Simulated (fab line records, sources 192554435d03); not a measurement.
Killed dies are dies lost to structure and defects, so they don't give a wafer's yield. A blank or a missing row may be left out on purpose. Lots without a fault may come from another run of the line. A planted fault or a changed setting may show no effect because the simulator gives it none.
Split-lot experiment | flow n5_finfet | 7 lots, 21 wafers read, on a route of 1938 steps

THE SPLIT
At N5_BEOL_M5_COAT_59 (time 60 s, resist thk 60 nm), the setting spin_rpm was moved away from the recipe's 1500 rpm on 6 of the 21 wafers read, by -8.1% to -5.1%. The other wafers ran this setting at the recipe's value.

FROM THE SPLIT TO THE READING: what the file shows between them, 12 steps
- N5_BEOL_M5_COAT_05: resist thk 30 nm (also split here: spin_rpm)
- N5_BEOL_M5_EBR_07
- N5_BEOL_M5_SOFTBAKE_06: time 60 s
- N5_BEOL_M5_EXPOSE_08: exposes mask M5, target cd 28 nm
- N5_BEOL_M5_PEB_09: peb time 60 s
- N5_BEOL_M5_DEVELOP_10: develop time 30 s
- N5_BEOL_M5_ETCH_72: etches underlayer in N2/H2, target depth 6.5 nm, time 5.2 s
- N5_BEOL_M5_ETCH_61: etches SiARC in CF4, target depth 15.6 nm, time 26 s
- N5_BEOL_M5_ETCH_62: etches SOC in N2/H2, target depth 75 nm, overetch 15 nm, time 112.5 s
- N5_BEOL_M5_STRIP_63: strips in N2/H2
- N5_BEOL_M5_STRIP_73: strips in N2/H2
- N5_BEOL_M5_STRIP_64: strips in CF4

THE READING
SOC_of_BEOL_M5_COAT_59.thk_nm (the simulator's own value, which no gauge read), in nm, at N5_BEOL_M5_HM_OPEN_17 (chemistry Cl2/BCl3, target TiN, target depth 20 nm, overetch 6 nm). The file gives no usual value for it. The 15 wafers here that ran the recipe average 52.1 nm, standard deviation 0.22 nm.

wafer  | tool, chamber at the split | spin_rpm as run, rpm | against the recipe | SOC_of_BEOL_M5_COAT_59.thk_nm, nm | against lot-mates on the recipe
L075.1 | litho_track-04, 0          | 1424                 | -5.1%              | 53.6                              | +1.6
L075.3 | litho_track-04, 0          | 1500                 | recipe             | 52                                | -
L075.6 | litho_track-04, 0          | 1424                 | -5.1%              | 53.4                              | +1.4
L077.1 | litho_track-01, 0          | 1500                 | recipe             | 52.4                              | -
L077.2 | litho_track-01, 0          | 1500                 | recipe             | 52.4                              | -
L077.5 | litho_track-01, 0          | 1500                 | recipe             | 52.4                              | -
L078.2 | litho_track-04, 0          | 1500                 | recipe             | 51.8                              | -
L078.4 | litho_track-04, 0          | 1500                 | recipe             | 51.8                              | -
L078.3 | litho_track-04, 0          | 1500                 | recipe             | 52                                | -
L081.2 | litho_track-01, 0          | 1500                 | recipe             | 52.2                              | -
L081.3 | litho_track-01, 0          | 1379                 | -8.1%              | 54.6                              | +2.4
L081.5 | litho_track-01, 0          | 1379                 | -8.1%              | 54.6                              | +2.4
L090.4 | litho_track-01, 0          | 1500                 | recipe             | 52                                | -
L090.5 | litho_track-01, 0          | 1500                 | recipe             | 51.8                              | -
L090.6 | litho_track-01, 0          | 1500                 | recipe             | 51.8                              | -
L091.2 | litho_track-04, 0          | 1500                 | recipe             | 52.2                              | -
L091.5 | litho_track-04, 0          | 1500                 | recipe             | 52.2                              | -
L091.6 | litho_track-04, 0          | 1500                 | recipe             | 51.8                              | -
L092.2 | litho_track-04, 0          | 1396                 | -6.9%              | 54.6                              | +2.6
L092.3 | litho_track-04, 0          | 1396                 | -6.9%              | 54.2                              | +2.2
L092.6 | litho_track-04, 0          | 1500                 | recipe             | 52                                | -

THE FIT
A straight line over all 21 wafers: SOC_of_BEOL_M5_COAT_59.thk_nm changes by -0.319 nm for each +1% of spin_rpm; r = -0.98; the points scatter about the line by 0.22 nm.
The same after taking each lot's own level away (the mean of its wafers on the recipe; 21 wafers): -0.314 nm for each +1%; r = -0.99; scatter 0.15 nm.
On that fit, the largest move of spin_rpm shifts the reading by 2.5 nm.
The lots' own levels span 51.87 to 52.40 nm, that is 2.4 times the standard deviation above.
So the lot-to-lot level changes the slope little: the two slopes agree.
Check: with one of the wafers moved furthest among these (-8.1%) left out of the fit, the line predicts +2.58 nm for it against its lot-mates. It came out at +2.4 nm against them.

OTHER SPLITS ON THESE WAFERS
These wafers also went through other splits before the reading. Each is held against what the fit with the lots' levels taken away leaves over:
other split on the same wafers   | wafers away from the commonest value | r with SOC_of_BEOL_M5_COAT_59.thk_nm (lot level and that fit taken away)
N5_BEOL_M4_TRENCH_ETCH_37 bias_w | 9                                    | -0.25
N5_BEOL_M5_COAT_05 spin_rpm      | 9                                    | +0.09

THE WHOLE CHAIN: every reading that the file lists as answering this split, in the file's order
step                  | what it does                                                          | reading                                                                        | change (the file's fit)               | r (the file's)
N5_BEOL_M5_COAT_59    | time 60 s, resist thk 60 nm                                           | SOC_of_BEOL_M5_COAT_59.thk_nm (the simulator's own value, which no gauge read) | -0.328 nm for each +1% of the setting | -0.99
N5_BEOL_M5_ETCH_62    | etches SOC in N2/H2, target depth 75 nm, overetch 15 nm, time 112.5 s | etch.depth_nm (the simulator's own value, which no gauge read)                 | -0.324 nm for each +1% of the setting | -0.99
N5_BEOL_M5_HM_OPEN_17 | chemistry Cl2/BCl3, target TiN, target depth 20 nm, overetch 6 nm     | SOC_of_BEOL_M5_COAT_59.thk_nm (the simulator's own value, which no gauge read) | -0.314 nm for each +1% of the setting | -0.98

THE FILE'S OWN FIT
SOC_of_BEOL_M5_COAT_59.thk_nm changes by -0.314 nm for each +1% of spin_rpm, r = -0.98.
